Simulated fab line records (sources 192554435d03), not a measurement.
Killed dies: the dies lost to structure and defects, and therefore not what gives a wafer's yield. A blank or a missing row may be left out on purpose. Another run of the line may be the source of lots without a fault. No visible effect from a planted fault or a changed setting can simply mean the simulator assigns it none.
Comparing a struck lot with a sound one :: flow n5Finfet :: 14 out of 1938 route steps
Sound: the wafers L263.3, L263.5, L263.6. Struck: wafer L268.3 (left out: L268.1, L268.4 of the same lot, which were not struck); the cause appears at the end.
At each step with rows: each side's tool, then ch and its chambers, then its first start. Under that, the readings that differ: sound wafers :: struck wafers :: difference of the means :: sigmas: that difference in standard deviations of wafers without a fault.
alike: readings with means less than 2 such deviations apart, plus words and numbers identical on both sides. not compared: withheld readings, readings lacking a value on some wafer, bounds such as >300 that could conceal the same value, and numbers that have no deviation in the record and whose values overlap.
A row with sigmas, a row that says differs or no value, or rows on one side alone: a step with any of these is where the two part. When numbers do not overlap yet have no deviation, they are printed without sigmas and do not part them. A reading missing from all wafers of one side parts the sides only when that side holds two or more wafers.

first, 8 steps without rows for these wafers: N5_BEOL_M11_COAT_59 (time 60 s, resist thk 100 nm); N5_BEOL_M11_COAT_60 (time 60 s, resist thk 30 nm); N5_BEOL_M11_COAT_05 (resist thk 90 nm); N5_BEOL_M11_EBR_07; N5_BEOL_M11_SOFTBAKE_06 (time 60 s); N5_BEOL_M11_EXPOSE_08 (exposes mask M11); N5_BEOL_M11_PEB_09 (peb time 60 s); N5_BEOL_M11_DEVELOP_10 (develop time 30 s).
N5_BEOL_M11_CD_MEAS_11 targets a cd of 64.1 nm.
  sound on cdSem-02 ch 0, day 11 19:38; struck on cdSem-02 ch 0, day 12 22:45
  alike: cdNm
N5_BEOL_M11_OVL_MEAS_12:
  sound on overlay-01 ch 0, day 11 19:40; struck on overlay-02 ch 0, day 12 22:47
reading: M11_OVL (nm)
sound: 1.1 0.0 0.4
struck: -1.7
difference: -2.2
sigmas: -3
N5_BEOL_M11_INSPECT_13: inspects for defects (brightfield).
  sound on defectInspect-02 at day 11 19:42; struck on defectInspect-01 at day 12 22:48
  alike: rawDefectCount
N5_BEOL_M11_DESCUM_16: chemistry O2, time 7.9 s.
  sound on rieDiel-03 ch 2,3, day 11 20:09; struck on rieDiel-02 ch 3, day 12 22:51
reading: oesProductAu (a.u.)
sound: 0.96 0.88 0.96
struck: 0.75
difference: -0.18
sigmas: -2

reading: rfVppV (V)
sound: 245.8 246.0 244.2
struck: 241.8
difference: -3.5
sigmas: -3

reading: showerheadPlenumPTorr (Torr)
sound: 2.23 2.22 2.23
struck: 2.01
difference: -0.22
sigmas: -3

reading: throttleValvePct (%)
sound: 20.36 20.30 20.37
struck: 20.79
difference: +0.45
sigmas: +2
  alike: drypumpMotorCurrentA
  not compared: rfHoursCounterH
N5_BEOL_M11_ETCH_61: etches SiARC in CF4, target depth 39 nm, time 65 s.
  sound on rieDiel-03 ch 2,3, day 11 20:11; struck on rieDiel-02 ch 3, day 12 22:53
reading: etchRfOnTimeS (s)
sound: 64.5 65.5 65.0
struck: 41.4
difference: -23.6
sigmas: -28

reading: rfFwdPowerW (W)
sound: 541.1 533.8 542.7
struck: 530.5
difference: -8.7
sigmas: -4

reading: showerheadPlenumPTorr (Torr)
sound: 2.27 2.26 2.27
struck: 2.07
difference: -0.20
sigmas: -3

reading: throttleValvePct (%)
sound: 15.41 15.40 15.41
struck: 16.01
difference: +0.60
sigmas: +2
  alike: drypumpMotorCurrentA, oesProductAu, rfVppV
  not compared: rfHoursCounterH
N5_BEOL_M11_ETCH_62: etches SOC in N2/H2, target depth 110 nm, overetch 22 nm, time 165 s.
  sound on rieDiel-03 ch 2,3, day 11 20:14; struck on rieDiel-02 ch 3, day 12 22:56
reading: oesProductAu (a.u.)
sound: 0.81 0.74 0.81
struck: 0.64
difference: -0.15
sigmas: -2

reading: rfVppV (V)
sound: 528.3 528.1 528.9
struck: 520.7
difference: -7.7
sigmas: -3

reading: showerheadPlenumPTorr (Torr)
sound: 2.71 2.70 2.71
struck: 2.46
difference: -0.25
sigmas: -3

reading: throttleValvePct (%)
sound: 17.67 17.64 17.68
struck: 18.19
difference: +0.53
sigmas: +2
  alike: drypumpMotorCurrentA, h2FlowSccm, n2FlowSccm, rfFwdPowerW
  not compared: rfHoursCounterH

WHERE THEY PART
At N5_BEOL_M11_OVL_MEAS_12 first; at N5_BEOL_M11_ETCH_62 last (within this record only).

WHY: the cause the simulator had injected
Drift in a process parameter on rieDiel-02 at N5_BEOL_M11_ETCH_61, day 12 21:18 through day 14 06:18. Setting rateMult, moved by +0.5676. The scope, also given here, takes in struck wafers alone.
